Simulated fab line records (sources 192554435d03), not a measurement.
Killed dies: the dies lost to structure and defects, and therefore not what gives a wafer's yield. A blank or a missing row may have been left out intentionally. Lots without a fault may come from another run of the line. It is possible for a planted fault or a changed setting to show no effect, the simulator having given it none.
Chamber matching ; flow n5_finfet ; cmp-01 running N5_ILD0_CMP_12: 4 sister chambers
The step polishes SiNx, stops on poly-Si, t overpolish 6 s, target thk 17.67 nm. 4 wafers are shown with their chamber, then 8 later ones without.

== WAFERS, EACH WITH ITS CHAMBER ==
wafer;chamber;motor_current_A (A)
L090.1;3;9.0
L090.4;1;9.6
L090.6;0;9.4
L093.1;2;8.8

== WAFERS WITHOUT THEIR CHAMBER ==
wafer;motor_current_A (A)
L093.4;9.2
L093.5;9.2
L095.1;9.5
L095.3;9.2
L095.6;9.0
L097.1;9.5
L097.2;9.2
L097.6;8.9

== CHAMBER TAKEN BY EACH ==
wafer;from the rows above;in truth
L093.4;can't be placed: 3 or 0 or 2 or 1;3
L093.5;can't be placed: 3 or 0 or 2 or 1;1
L095.1;can't be placed: 0 or 1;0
L095.3;can't be placed: 3 or 0 or 2 or 1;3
L095.6;can't be placed: 3 or 2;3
L097.1;can't be placed: 0 or 1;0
L097.2;can't be placed: 3 or 0 or 2 or 1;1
L097.6;can't be placed: 2 or 3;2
Correctly placed: 0 of 8. Unplaceable from these rows: 8, with the true chamber sitting among the candidates in 8. Number placed wrongly: 0.
How it was worked out, from the rows above alone: a wafer's distance from a chamber is the root of the sum, over the readings, of the square of ((its reading less the chamber's mean) divided by the reading's scatter). If the next closest chamber is less than 2 further off than the closest, the wafer can't be placed; otherwise it belongs to the closest. A chamber's mean is the mean of its shown wafers. The scatter: root of mean squared gap, hidden wafer to nearest shown wafer, with one shown wafer a chamber.
